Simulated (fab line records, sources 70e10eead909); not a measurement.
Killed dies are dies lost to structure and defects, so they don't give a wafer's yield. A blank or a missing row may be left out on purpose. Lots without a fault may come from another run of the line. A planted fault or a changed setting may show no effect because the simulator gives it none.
fab line records | flow nand_harc
record lots=7 wafers=21 last_day=24
route steps=1159 shown P_CONTACT@235 END@1159
lots that met no fault: from a run of the same line without faults
start_h: hours from the record's first day to the start of the lot's first wafer shown | wait_h: hours since the lot's step before | " the same as in the row above | L1.1+2: a row that stands for several wafers | - no value, or no start given | * or withheld: withheld | < > ~ a bound
route shown NAME@n: a module of which the file shows steps, and the number in the route of the first | usual: mean/standard deviation of fault-free wafers | same: alike in all rows | chamber/n: place in a boat | sites: the reading at each site | _std_site: their standard deviation | _edge_site: outer sites' mean less inner sites' | radius_mm: how far each site lies from the wafer's centre | mask NAME#n: copy n | behind: the tool/chamber that last shaped the wafer | hold: why the lot was held/for how many hours/how that ended | device: the transistor (n, p or np) that didn't switch | end of line: the same wafers' tests at the end of the route | a step without rows: its recipe alone | killed: dies lost to structure and defects at the first sort, not the wafer's yield | map: a wafer's dies, x killed, . not, _ none there
set.NAME: the setting as run; set.NAME@STEP: as run at that earlier step | model.NAME: the simulator's own value behind a step, which no gauge read
lots at some steps of the route; a table a step, a row a wafer
services: from which hour (start_h, from the record's first day; less than 0 if before it) a tool's chamber was out of use, for how many hours, and why
## steps
# step NHARC_P_CONTACT_DESCUM_17
# recipe time_s=3 o2_flow_sccm=200 ar_flow_sccm=0 bias_power_w=0 chemistry=O2
# step NHARC_P_CONTACT_ETCH_35
# recipe target_depth_a=390 over_etch_frac=0.3 time_s=65 ion_energy_ev=80 cf4_flow_sccm=150 ar_flow_sccm=0 rf_w=300 bias_w=100 chemistry=CF4
# usual bias_w=99.97/0.29 drypump_motor_current_A=5.79/0.28 oes_product_au=0.999/0.0072 rf_fwd_power_W=296.9/1.4 rf_vpp_V=151.3/1.1 showerhead_plenum_p_Torr=1.77/0.062 throttle_valve_pct=13.285/0.0089
# same over_etch_frac=0.3
# columns lot.wafer tool chamber start_h wait_h bias_w drypump_motor_current_A oes_product_au rf_fwd_power_W rf_hours_counter_h rf_vpp_V showerhead_plenum_p_Torr throttle_valve_pct
L461.4 rie_diel-08 2 109.54 0.1 99.99 5.69 0.997 296.4 17 153.0 1.81 13.278
L461.3 " 3 " " 99.81 5.53 0.997 295.9 15 150.7 1.71 13.295
L461.6 " 1 " " 99.62 5.50 1.002 298.5 - 151.6 1.78 13.284
L470.4 rie_diel-04 0 168.81 0.1 100.32 5.55 0.991 297.3 3 150.2 1.67 13.296
L470.6 " 2 " " 99.86 6.27 1.000 296.0 - 150.7 1.79 13.274
L470.5 " 3 " " 100.60 6.02 1.006 295.1 - 154.2 1.88 13.280
L478.4 rie_diel-08 3 208.64 0.1 99.57 5.48 0.993 295.5 9 150.8 1.71 13.294
L478.2 " 1 " " 99.85 5.50 0.997 299.5 9 149.2 1.77 13.288
L478.6 " 0 " " 100.37 5.85 0.984 298.3 - 151.0 1.81 13.273
L477.2 rie_diel-04 1 209.40 0.1 99.61 5.68 1.001 298.2 7 151.6 1.74 13.286
L477.3 " 2 " " 99.97 6.27 1.006 295.7 8 151.2 1.78 13.301
L477.1 " 3 " " 99.98 6.04 1.010 295.4 8 151.8 1.88 13.270
L480.3 rie_diel-04 1 218.52 0.1 99.63 5.65 0.981 299.0 8 150.1 1.74 13.292
L480.4 " 2 " " 100.18 6.28 0.998 296.5 9 152.2 1.78 13.292
L480.5 " 1 " " 99.79 5.65 0.990 299.3 - 152.3 1.74 13.296
L482.3 rie_diel-04 1 242.20 0.1 100.20 5.70 1.001 299.0 10 150.6 1.74 13.292
L482.6 " 1 " " 100.02 5.70 0.995 298.4 - 150.9 1.74 13.274
L482.5 " 2 " " 99.68 6.27 1.007 295.1 - 151.7 1.78 13.273
L483.1 rie_diel-04 1 245.86 0.1 99.77 5.66 0.998 297.8 11 151.4 1.74 13.300
L483.6 " 1 " " 100.16 5.69 0.999 298.8 - 152.3 1.74 13.286
L483.5 " 2 " " 100.19 6.25 1.015 296.5 - 150.3 1.78 13.284
# step NHARC_P_CONTACT_ETCH_36
# recipe target_depth_a=2600 over_etch_frac=0.25 time_s=406.25 ion_energy_ev=200 n2_flow_sccm=150 h2_flow_sccm=150 ar_flow_sccm=0 rf_w=400 bias_w=150 chemistry=N2/H2
# usual bias_w=150.0/0.49 drypump_motor_current_A=5.77/0.28 oes_product_au=1.001/0.0076 rf_fwd_power_W=399.3/1.2 rf_vpp_V=430.7/2.4 showerhead_plenum_p_Torr=2.04/0.08 throttle_valve_pct=14.172/0.0091
# same over_etch_frac=0.25
# columns lot.wafer tool chamber start_h wait_h bias_w drypump_motor_current_A oes_product_au rf_fwd_power_W rf_hours_counter_h rf_vpp_V showerhead_plenum_p_Torr throttle_valve_pct
L461.3 rie_diel-08 1 - - 150.5 5.51 0.995 399.1 17 431.6 2.05 14.182
L461.4 " 3 " " 149.1 5.52 1.001 398.0 15 428.7 1.97 14.164
L461.6 " 1 " " 150.3 5.51 1.000 398.9 - 431.2 2.05 14.150
L470.4 rie_diel-04 0 - - 150.0 5.58 1.002 399.1 3 426.9 1.91 14.173
L470.6 " 3 " " 150.5 6.00 1.004 400.3 - 434.5 2.18 14.161
L470.5 " 0 " " 150.1 5.60 0.994 399.7 - 426.1 1.91 14.156
L478.2 rie_diel-08 1 - - 149.8 5.51 0.988 397.0 9 430.4 2.05 14.159
L478.4 " 2 " " 150.6 5.73 1.002 400.0 6 433.0 2.09 14.177
L478.6 " 0 " " 150.3 5.84 0.992 399.5 - 432.0 2.10 14.171
L477.1 rie_diel-04 0 - - 149.3 5.60 0.993 400.4 7 427.0 1.91 14.163
L477.3 " 1 " " 149.1 5.67 0.993 397.8 7 428.2 2.01 14.179
L477.2 " 2 " " 150.1 6.28 1.006 401.4 8 432.5 2.06 14.169
L480.4 rie_diel-04 2 - - 149.9 6.27 0.999 398.1 9 431.1 2.06 14.177
L480.3 " 3 " " 151.1 6.05 1.005 400.1 9 435.5 2.18 14.186
L480.5 " 2 " " 149.4 6.27 1.004 399.9 - 431.7 2.06 14.172
L482.3 rie_diel-04 2 - - 150.0 6.28 1.003 399.3 11 431.2 2.06 14.169
L482.6 " 1 " " 149.0 5.67 0.998 399.1 - 431.1 2.00 14.179
L482.5 " 2 " " 150.2 6.29 1.003 400.4 - 430.4 2.06 14.186
L483.1 rie_diel-04 1 - - 150.0 5.66 1.002 399.6 11 428.9 2.00 14.181
L483.5 " 0 " " 151.1 5.57 1.009 398.9 - 426.6 1.91 14.178
L483.6 " 1 " " 150.0 5.66 1.002 400.5 - 428.7 2.00 14.180
# step NHARC_P_CONTACT_ETCH_18
# recipe target_depth_a=4810 time_s=240.5 c4f8_flow_sccm=20 o2_flow_sccm=10 ar_flow_sccm=withheld rf_w=600 bias_w=1500 chemistry=C4F8/O2/Ar
# step NHARC_P_CONTACT_STRIP_37
# recipe c4f8_flow_sccm=withheld o2_flow_sccm=8 ar_flow_sccm=withheld bias_w=0 chemistry=C4F8/O2/Ar
# step NHARC_P_CONTACT_ETCH_31
# recipe target_depth_a=300 time_s=85.7 ion_energy_ev=120 over_etch_frac=1 ch3f_flow_sccm=50 o2_flow_sccm=30 ar_flow_sccm=200 rf_w=500 bias_w=100 chemistry=CH3F/O2
# step NHARC_P_CONTACT_CD_MEAS_19
# usual cd_nm=90.3/1.1
# columns lot.wafer tool chamber start_h wait_h cd_nm
L461.3 cd_sem-03 - 110.33 - 90.6
L461.4 " - " " 90.8
L461.6 " - " " 90.0
L470.4 cd_sem-01 - 169.59 - 89.6
L470.5 " - " " 89.5
L470.6 " - " " 92.0
L478.2 cd_sem-02 - 209.44 - 90.7
L478.4 " - " " 89.5
L478.6 " - " " 90.1
L477.1 cd_sem-01 - 210.18 - 90.6
L477.2 " - " " 91.0
L477.3 " - " " 90.9
L480.3 cd_sem-01 - 219.68 - 90.3
L480.4 " - " " 90.5
L480.5 " - " " 90.7
L482.3 cd_sem-02 - 243.00 - 90.4
L482.5 " - " " 89.7
L482.6 " - " " 90.5
L483.1 cd_sem-01 - 246.65 - 90.7
L483.5 " - " " 89.6
L483.6 " - " " 91.7
# step NHARC_P_CONTACT_STRIP_28
# recipe o2_flow_sccm=500 ar_flow_sccm=0 bias_w=0 chemistry=O2
# usual drypump_motor_current_A=5.76/0.27 oes_product_au=0.999/0.0076 rf_vpp_V=57.8/0.83 showerhead_plenum_p_Torr=3.54/0.13 throttle_valve_pct=17.037/0.0089
# same bias_w=0
# columns lot.wafer tool chamber start_h wait_h drypump_motor_current_A oes_product_au rf_hours_counter_h rf_vpp_V showerhead_plenum_p_Torr throttle_valve_pct
L461.3 rie_diel-04 3 110.41 0.1 6.02 0.998 11 58.0 3.76 17.040
L461.4 " 0 " " 5.58 0.995 17 57.1 3.33 17.033
L461.6 " 3 " " 6.05 0.986 - 58.7 3.76 17.035
L470.4 rie_diel-08 3 169.67 0.1 5.55 1.000 5 58.0 3.42 17.036
L470.6 " 2 " " 5.75 0.998 - 57.7 3.61 17.041
L470.5 " 3 " " 5.53 1.003 - 58.9 3.42 17.021
L478.2 rie_diel-08 2 209.51 0.1 5.72 1.001 6 57.7 3.60 17.039
L478.4 " 3 " " 5.53 0.995 10 56.5 3.41 17.053
L478.6 " 2 " " 5.72 0.997 - 57.7 3.60 17.036
L477.1 rie_diel-08 3 210.27 0.1 5.52 1.009 10 57.9 3.41 17.023
L477.3 " 0 " " 5.83 0.995 10 57.3 3.62 17.044
L477.2 " 1 " " 5.51 0.999 9 56.2 3.54 17.051
L480.4 rie_diel-04 3 219.76 0.1 6.05 1.008 9 58.9 3.75 17.023
L480.3 " 0 " " 5.56 1.015 8 57.3 3.33 17.026
L480.5 " 3 " " 6.03 1.004 - 58.4 3.75 17.029
L482.3 rie_diel-08 2 243.10 0.1 5.77 1.006 9 59.4 3.60 17.045
L482.5 " 0 " " 5.84 1.006 - 57.8 3.62 17.042
L482.6 " 1 " " 5.52 0.985 - 57.6 3.54 17.051
L483.1 rie_diel-08 0 246.72 0.1 5.84 0.992 14 57.3 3.62 17.027
L483.5 " 0 " " 5.83 0.995 - 57.0 3.62 17.040
L483.6 " 1 " " 5.53 0.983 - 58.2 3.54 17.034
# step NHARC_P_CONTACT_STRIP_29
# recipe time_s=1200 temp_c=72.5 chemistry=post_etch_residue_remover
# step NHARC_P_CONTACT_DEGAS_38
# recipe temp_c=300 time_s=60
# usual heater_power_w=510/64
# columns lot.wafer tool chamber start_h wait_h heater_power_w
L461.3 pvd_sputter-01 - 111.03 - 558
L461.4 " - " " 535
L461.6 " - " " 567
L470.4 pvd_sputter-03 - 170.31 - 514
L470.6 " - " " 530
L470.5 " - " " 659
L478.2 pvd_sputter-02 - 210.20 - 475
L478.4 " - " " 474
L478.6 " - " " 473
L477.3 pvd_sputter-01 - 210.95 - 511
L477.2 " - " " 503
L477.1 " - " " 582
L480.3 pvd_sputter-03 - 220.40 - 556
L480.4 " - " " 500
L480.5 " - " " 557
L482.3 pvd_sputter-01 - 243.71 - 460
L482.5 " - " " 523
L482.6 " - " " 445
L483.1 pvd_sputter-03 - 247.37 - 543
L483.6 " - " " 546
L483.5 " - " " 515
# step NHARC_P_CONTACT_PRE_CLEAN_39
# recipe time_s=19.5 bias_v=250 gas=Ar
# step NHARC_P_CONTACT_PVD_32
# recipe target_thk_a=50 chamber_pressure_pa=5 power_w=5000 substrate_temp_c=200 time_s=17.7 material=Ti
# step NHARC_P_CONTACT_ALD_22
# recipe target_thk_a=30 pulse_time_s=1 ald_cycles=150 temp_c=450 material=TiN
# usual ald_cycles=150/0 heater_power_outer_w=684/62 heater_power_w=1060/80 precursor_pulse_height_rel=1.001/0.021
# columns lot.wafer tool chamber start_h wait_h ald_cycles heater_power_outer_w heater_power_w precursor_pulse_height_rel
L461.3 ald_metal-03 0 111.29 - 150 817 1211 1.016
L461.4 " 2 " " 150 697 1121 0.977
L461.6 " 3 " " 150 714 978 0.978
L470.4 ald_metal-03 3 170.59 - 150 744 1022 1.027
L470.5 " 1 " " 150 629 969 0.986
L470.6 " 2 " " 150 703 1142 1.023
L478.2 ald_metal-03 0 210.49 - - - - -
L478.4 " 1 " " - - - -
L478.6 " 2 " " - - - -
L477.1 ald_metal-04 1 211.20 - - - - -
L477.2 " 2 " " - - - -
L477.3 " 0 " " - - - -
L480.3 ald_metal-01 2 220.66 - - - - -
L480.4 " 0 " " - - - -
L480.5 " 2 " " - - - -
L482.3 ald_metal-04 1 243.96 - 150 631 980 1.027
L482.6 " 1 " " 150 620 1002 0.981
L482.5 " 2 " " 150 711 1203 0.994
L483.1 ald_metal-03 2 247.65 - 150 712 1149 0.994
L483.6 " 1 " " 150 632 962 1.028
L483.5 " 3 " " 150 729 1011 1.035
# step NHARC_P_CONTACT_CVD_23
# recipe target_thk_a=2000 temp_c=300 pressure_torr=40 wf6_flow_sccm=40 h2_flow_sccm=1600 ar_flow_sccm=1560 time_s=557 material=W
# usual chamber_pressure_Torr=40.00/0.074 heater_power_w=506/35 mfc_h2_sccm=1600/4.8 throttle_valve_pct=7.86/0.2
# columns lot.wafer tool chamber start_h wait_h chamber_pressure_Torr heater_power_w mfc_h2_sccm throttle_valve_pct
L461.3 cvd_w-01 1 - - 39.92 488 1604 7.52
L461.4 " 0 " " 39.94 550 1606 8.03
L461.6 " 0 " " 39.87 542 1602 7.75
L470.4 cvd_w-02 1 - - 39.92 498 1596 7.67
L470.6 " 1 " " 39.99 488 1606 8.14
L470.5 " 0 " " 40.05 471 1600 7.51
L478.2 cvd_w-02 1 - - 40.01 479 1598 7.59
L478.4 " 0 " " 39.95 480 1593 7.55
L478.6 " 0 " " 39.98 479 1598 7.87
L477.2 cvd_w-01 0 - - 39.98 555 1600 7.87
L477.1 " 1 " " 39.96 465 1603 8.00
L477.3 " 1 " " 39.89 484 1596 7.74
L480.4 cvd_w-01 1 - - 40.04 474 1599 7.67
L480.3 " 0 " " 40.05 567 1603 8.18
L480.5 " 0 " " 39.95 563 1602 7.86
L482.3 cvd_w-01 1 - - 40.14 473 1612 7.84
L482.5 " 1 " " 40.08 475 1604 7.91
L482.6 " 0 " " 39.91 552 1594 7.67
L483.1 cvd_w-01 0 - - 40.04 538 1601 8.32
L483.6 " 0 " " 40.11 560 1602 7.93
L483.5 " 1 " " 40.02 473 1601 7.69
# step NHARC_END_SORT_01
# recipe temp_c=25
# usual killed_at_array=26/8.6 killed_at_other=0.7/0.97 killed_at_periphery=3.2/2.2 killed_dies=30/8.9 killed_open=3.1/1.8 killed_short=2.2/1.8
# same gross_dies=677
# columns lot.wafer tool chamber start_h wait_h hold killed_at_array killed_at_other killed_at_periphery killed_dies killed_open killed_short
L461.3 prober-01 0 443.98 3.1 - 23 3 3 29 3 3
L461.4 prober-01 0 444.76 3.4 - 32 0 4 36 2 1
L461.6 prober-01 0 446.34 3.9 - 27 1 8 36 2 1
L470.4 prober-01 0 503.98 3.5 - 28 1 2 31 2 1
L470.5 prober-01 0 504.80 3.8 - 28 1 5 34 4 3
L470.6 prober-01 0 505.61 4.1 - 23 2 4 29 5 2
L477.1 prober-01 0 532.64 2.4 await_dispo/1.9h/scrap 46 1 565 612 3 3
L477.2 prober-01 0 533.46 2.7 await_dispo/1.9h/scrap 36 1 567 604 6 0
L477.3 prober-01 0 534.27 3.1 await_dispo/1.9h/scrap 29 1 567 597 2 2
L478.2 prober-02 0 541.33 2.8 await_dispo/4.5h/scrap 36 1 572 609 2 6
L478.4 prober-02 0 542.97 3.5 await_dispo/4.5h/scrap 29 1 571 601 4 3
L478.6 prober-02 0 544.60 4.1 await_dispo/4.5h/scrap 26 1 569 596 1 2
L480.3 prober-01 0 549.85 3.1 await_dispo/1.9h/scrap 26 1 572 599 1 2
L480.4 prober-01 0 550.64 3.4 await_dispo/1.9h/scrap 25 0 580 605 1 3
L480.5 prober-01 0 551.43 3.7 await_dispo/1.9h/scrap 26 0 563 589 3 2
L482.3 prober-01 0 569.28 3.1 - 14 0 8 22 3 2
L482.5 prober-01 0 570.89 3.7 - 14 1 7 22 3 0
L482.6 prober-01 0 571.69 4.0 - 25 0 9 34 4 0
L483.1 prober-02 0 571.62 2.5 - 18 1 1 20 2 2
L483.5 prober-02 0 574.85 3.7 - 21 1 1 23 3 4
L483.6 prober-02 0 575.66 4.0 - 16 0 3 19 3 3
# killed by level:class
L461.3 A_CHANNEL_HOLE_D1:chamber_film_flake=13 A_SLIT:chamber_film_flake=3 P_STI:chamber_film_flake=2 A_WL_FILL:chamber_film_flake=2 THIN_TSV:chamber_film_flake=2 P_CONTACT:geometric_particle:short=1 A_CHANNEL_HOLE_D1:geometric_particle:open=1 A_WL_FILL:geometric_particle:open=1
L461.4 A_CHANNEL_HOLE_D1:chamber_film_flake=15 A_SLIT:chamber_film_flake=8 A_STAIRCASE:chamber_film_flake=3 P_STI:chamber_film_flake=2 A_WL_FILL:chamber_film_flake=2 P_GATE:geometric_particle:open=1 A_CHANNEL_HOLE_D1:geometric_particle:short=1 A_SGD_CUT:geometric_particle:open=1
L461.6 A_CHANNEL_HOLE_D1:chamber_film_flake=13 A_SLIT:chamber_film_flake=6 P_STI:chamber_film_flake=5 A_STAIRCASE:chamber_film_flake=2 A_WL_FILL:chamber_film_flake=2 A_CONTACT:chamber_film_flake=2 P_CONTACT:geometric_particle:open=1 P_M0:geometric_particle:open=1
L470.4 A_CHANNEL_HOLE_D1:chamber_film_flake=16 A_STAIRCASE:chamber_film_flake=7 A_CONTACT:chamber_film_flake=3 P_CONTACT:geometric_particle:open=1 A_CHANNEL_FILL_D1:geometric_particle:short=1 A_CONTACT:geometric_particle:open=1 P_ZERO_WELL:chamber_film_flake=1 THIN_TSV:chamber_film_flake=1
L470.5 A_CHANNEL_HOLE_D1:chamber_film_flake=14 A_STAIRCASE:chamber_film_flake=6 P_GATE:chamber_film_flake=3 A_WL_FILL:geometric_particle:short=2 A_CONTACT:geometric_particle:open=1 A_BLC:geometric_particle:open=1 A_M0:geometric_particle:open=1 A_M0:geometric_particle:short=1
L470.6 A_CHANNEL_HOLE_D1:chamber_film_flake=13 A_STAIRCASE:chamber_film_flake=4 P_M0:geometric_particle:open=2 A_CONTACT:chamber_film_flake=2 THIN_TSV:chamber_film_flake=2 P_CONTACT:geometric_particle:open=1 A_SOURCE_PLATE:geometric_particle:short=1 A_CHANNEL_FILL_D1:geometric_particle:open=1
L477.1 P_CONTACT:area_ald=563 A_CHANNEL_HOLE_D1:chamber_film_flake=19 A_SLIT:chamber_film_flake=12 A_CONTACT:chamber_film_flake=8 A_ONON_D1:geometric_particle:open=2 P_M2:chamber_film_flake=2 A_SGD_CUT:geometric_particle:short=1 A_WL_FILL:geometric_particle:short=1
L477.2 P_CONTACT:area_ald=564 A_SLIT:chamber_film_flake=14 A_CHANNEL_HOLE_D1:chamber_film_flake=13 A_CONTACT:chamber_film_flake=4 P_GATE:geometric_particle:open=2 A_WL_FILL:geometric_particle:open=2 A_ONON_D1:geometric_particle:open=1 A_SGD_CUT:geometric_particle:open=1
L477.3 P_CONTACT:area_ald=563 A_CHANNEL_HOLE_D1:chamber_film_flake=12 A_SLIT:chamber_film_flake=10 A_WL_FILL:chamber_film_flake=3 A_CONTACT:chamber_film_flake=2 P_STI:geometric_particle:open=1 P_M2:geometric_particle:open=1 A_WL_FILL:geometric_particle:short=1
L478.2 P_CONTACT:area_ald=569 A_SLIT:chamber_film_flake=18 A_CHANNEL_HOLE_D1:chamber_film_flake=5 A_CONTACT:chamber_film_flake=4 A_STAIRCASE:chamber_film_flake=3 A_CONTACT:geometric_particle:short=2 P_GATE:geometric_particle:short=1 P_M1:geometric_particle:open=1
L478.4 P_CONTACT:area_ald=571 A_SLIT:chamber_film_flake=9 A_CHANNEL_HOLE_D1:chamber_film_flake=7 A_CONTACT:chamber_film_flake=3 A_CHANNEL_FILL_D1:geometric_particle:open=2 A_WL_FILL:geometric_particle:short=2 A_STAIRCASE:chamber_film_flake=2 A_BLC:geometric_particle:open=1
L478.6 P_CONTACT:area_ald=569 A_SLIT:chamber_film_flake=15 A_CHANNEL_HOLE_D1:chamber_film_flake=4 A_CONTACT:chamber_film_flake=2 A_SOURCE_PLATE:geometric_particle:open=1 A_ONON_D1:geometric_particle:short=1 A_CHANNEL_FILL_D1:geometric_particle:short=1 A_ZERO_WELL:chamber_film_flake=1
L480.3 P_CONTACT:area_ald=572 A_CHANNEL_HOLE_D1:chamber_film_flake=20 A_SOURCE_PLATE:geometric_particle:short=1 A_ONON_D1:geometric_particle:open=1 A_CHANNEL_FILL_D1:geometric_particle:short=1 A_ZERO_WELL:chamber_film_flake=1 A_STAIRCASE:chamber_film_flake=1 A_SLIT:chamber_film_flake=1
L480.4 P_CONTACT:area_ald=578 A_CHANNEL_HOLE_D1:chamber_film_flake=16 A_CONTACT:chamber_film_flake=4 A_WL_FILL:geometric_particle:short=2 P_GATE:chamber_film_flake=2 A_SOURCE_PLATE:geometric_particle:short=1 A_M1:geometric_particle:open=1 A_SLIT:chamber_film_flake=1
L480.5 P_CONTACT:area_ald=558 A_CHANNEL_HOLE_D1:chamber_film_flake=21 P_GATE:chamber_film_flake=2 A_CONTACT:chamber_film_flake=2 P_GATE:geometric_particle:short=1 P_CONTACT:geometric_particle:open=1 A_CHANNEL_HOLE_D1:geometric_particle:open=1 A_SGD_CUT:geometric_particle:open=1
L482.3 A_CHANNEL_HOLE_D1:chamber_film_flake=6 P_M0:chamber_film_flake=4 A_CONTACT:chamber_film_flake=4 A_WL_FILL:chamber_film_flake=2 P_STI:geometric_particle:open=1 P_GATE:geometric_particle:short=1 P_M2:geometric_particle:short=1 P_M2:geometric_particle:open=1
L482.5 A_CHANNEL_HOLE_D1:chamber_film_flake=5 P_M0:chamber_film_flake=4 A_CONTACT:chamber_film_flake=3 P_GATE:chamber_film_flake=2 A_SLIT:chamber_film_flake=2 P_M1:geometric_particle:open=1 A_SGD_CUT:geometric_particle:open=1 A_M0:geometric_particle:open=1
L483.1 A_CHANNEL_HOLE_D1:chamber_film_flake=10 A_CHANNEL_FILL_D1:geometric_particle:short=2 A_WL_FILL:chamber_film_flake=2 A_SOURCE_PLATE:geometric_particle:open=1 A_CHANNEL_FILL_D1:geometric_particle:open=1 P_GATE:chamber_film_flake=1 A_SGD_CUT:chamber_film_flake=1 A_CONTACT:chamber_film_flake=1
L482.6 A_CHANNEL_HOLE_D1:chamber_film_flake=10 P_M0:chamber_film_flake=8 A_WL_FILL:chamber_film_flake=4 A_M0:chamber_film_flake=4 P_CONTACT:geometric_particle:open=1 A_ONON_D1:geometric_particle:open=1 A_CONTACT:geometric_particle:open=1 A_BLC:geometric_particle:open=1
L483.5 A_CHANNEL_HOLE_D1:chamber_film_flake=9 A_WL_FILL:chamber_film_flake=4 A_CHANNEL_HOLE_D1:geometric_particle:short=1 A_CHANNEL_FILL_D1:geometric_particle:short=1 A_CHANNEL_FILL_D1:geometric_particle:open=1 A_WL_FILL:geometric_particle:short=1 A_CONTACT:geometric_particle:short=1 A_M1:geometric_particle:open=1
L483.6 A_CHANNEL_HOLE_D1:chamber_film_flake=9 A_CONTACT:chamber_film_flake=3 A_CHANNEL_FILL_D1:geometric_particle:open=2 P_M1:geometric_particle:short=1 P_M2:geometric_particle:open=1 A_SOURCE_PLATE:geometric_particle:short=1 A_ONON_D1:geometric_particle:short=1 P_STI:chamber_film_flake=1
# map L477.1 (x killed, . not)
____________x____________
_________.x.xxxx_________
_______xxxx..xxxxx_______
______xxxx..xxxxxx.______
_____x.xxxxxxxxxxxx._____
____xx.x..x.xxxxxxxxx____
____xxxxxxxxxxxxxxxxx____
___x..xxxxxxxxxxxxxxxx___
___.xx.xxxxxxxxxxxxxxx___
__xxxxxxxxxxxxxxxxxxxxx__
__.xxxxxxxxxxxxxxxxxxxx__
_xxxxxxxxxxxxxxxxxxxxxxx_
_x.xxxxxxxxxxxxxxxxxxxxx_
_.xxxxxxxxxxxxxxxxxxxxxx_
_.xx.xxxxxxxxxxxxxxxxxx._
_xxxx.xxxxxxxxxxxxxxxxxx_
..xxxxxxxxxxxxxxxxxxxxxxx
.x.xxxxxxxxxxxxxxxxxxxxxx
xxxxxxxxxxxxxxxxxxxxxxxxx
x...xxxxxxxxxxxxxxxxxxxx.
.x.xxxxxxxxxxxxxxxxxxx.xx
_xxxx.xxxxxxxxxxxxxxxx.x_
_x.xxxxxxxxxxxxxxxxxxxxx_
_.xxxxx.xxxxxxxxxxxxxxx._
_.xxxxxxxxxxxxxxxxxxxxxx_
_..xxxxxxxxxxxxxxxxxxxxx_
__x.xxxxxxxxxxxxxxxxxxx__
__.xxxxxxxxxxxxxxxxxxx.__
___...xxxxxxxxxxxxxx.x___
___x..xxxxxxxxxxxxxxxx___
____xxxxxxx.xxxxxxxxx____
____xxxxxxxxxxxxxxxxx____
_____xxx.xxxx..xxxxx_____
______xxxxxxxxxxxx.______
_______..xxx...xxx_______
_________xx.xxxx_________
____________.____________
# map L478.2 (x killed, . not)
____________x____________
_________..x.xx._________
_______xxx.xx..x.._______
______xx...x.xxx...______
_____xxx..x.x.x.xx.._____
____..xxx..x.xxxx.xx.____
____xx.xxxxxxxxx.xx..____
___x.x.xxxxxxx...xxxx.___
___xxxxxxxxxxxxxxxxxxx___
__xx..xxxxxxxxxxxxxx.x.__
__xxxxxxxxxxxxxx.xxxxxx__
_xxxxxxx.xxxxxxxx.xxxxx._
_x.xxxxxxxxxxxxxxx.x.xx._
_xx.xxxxxxxxx.xxxxxxx..x_
_xxxxxxxxxxxxx.xxx.xxxx._
_.xxxxxxxxxxxxxxxxxxxxxx_
xxxxxxxxxxxxxxxxxxxxxxxx.
xxxxxxxxxxxxxxxx.xxxxxx.x
xxxxxxxxxxxxxxxxxxxxxxxxx
.xxxxxxxxxxxxxxxxxxxxxxxx
xxxxxxxxxxxxxxxxxxxxxxxxx
_xxxxxxxxxxxxxxxxxx.xxxx_
_xxxxxxxxxxxxxxxxxxxxxxx_
_xxxxxxxxxxxxxxxxxxxxxxx_
_xxxxxxxxxxxxxxxxxxxx.xx_
_xxxxxxxxxxxxxxxxxxxxxxx_
__xxxxxxx.xxxxxxxxxxxxx__
__xxxxxxxxxx.xxxxxxxxxx__
___xxxxxxxxxxxxxxxxxxx___
___xxxxxxxxxxxxxxxxxxx___
____xxxxxxxxxxxxxxxxx____
____xxxxxxxxxxxxxxxxx____
_____xxxxxxxxxxxxxxx_____
______xxxxxxxxxxxxx______
_______xxxxxxxxxxx_______
_________xxxxxxx_________
____________x____________
## services
# columns tool chamber start_h hours kind
rie_diel-04 0 91.00 - clean
rie_diel-04 1 91.00 - clean
ald_metal-01 - 102.00 10.0 pm
pvd_sputter-03 - 102.00 10.0 pm
cvd_w-01 - 111.00 13.0 pm
rie_diel-04 - 112.13 9.0 pm
rie_diel-08 - 124.80 9.0 pm
cvd_w-02 1 133.39 4.0 repair
rie_diel-08 2 142.47 13.4 repair
ald_metal-03 - 144.00 10.0 pm
pvd_sputter-01 - 171.28 10.0 pm
ald_metal-04 - 175.21 0.7 repair
cvd_w-01 - 181.41 3.9 repair
pvd_sputter-03 - 183.89 4.5 repair
cvd_w-02 - 196.99 13.0 pm
pvd_sputter-02 - 213.63 2.5 repair
cvd_w-02 1 213.91 8.1 repair
pvd_sputter-02 - 216.17 10.0 pm
ald_metal-03 0 219.04 45.1 repair
ald_metal-04 - 228.00 10.0 pm
cvd_w-01 1 230.66 7.3 repair
cvd_w-01 0 230.87 9.2 repair
pvd_sputter-03 - 237.51 0.7 repair
rie_diel-04 3 247.46 5.2 repair
## key
first_sign step=NHARC_P_CONTACT_ALD_22 reading=tool_record direction=missing
effect step=NHARC_END_SORT_01 reading=killed_at_periphery direction=up sigmas=99+ usual=3.2 struck=569.6
more_kills_born_at NHARC_P_CONTACT_ALD_22@ald_metal-03=1709 NHARC_P_CONTACT_ALD_22@ald_metal-01=1708 NHARC_P_CONTACT_ALD_22@ald_metal-04=1690
met_at NHARC_P_CONTACT_ALD_22
struck_wafers L477.1,L477.2,L477.3,L478.2,L478.4,L478.6,L480.3,L480.4,L480.5
later_rows_left_out L477.1,L477.2,L477.3,L478.2,L478.4,L478.6,L480.3,L480.4,L480.5
tester_left_out L477,L478,L480
onset_between 170.59 210.49
fault kind=skipped_step_whole tool=ald_metal-01,ald_metal-03,ald_metal-04 chamber=- onset_h=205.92 steps=NHARC_P_CONTACT_ALD_22 scope=struck_lots_only
# tester_left_out: of these lots the tester's yield and bins aren't shown, on N5 and GAA mostly nor the transistor test; their killed dies are dies lost to structure and defects alone, not to doping, threshold or leakage, so they don't give the yield
# later_rows_left_out: the simulator's readings of these wafers behind a module that went badly wrong aren't trusted and aren't shown, but for the sort
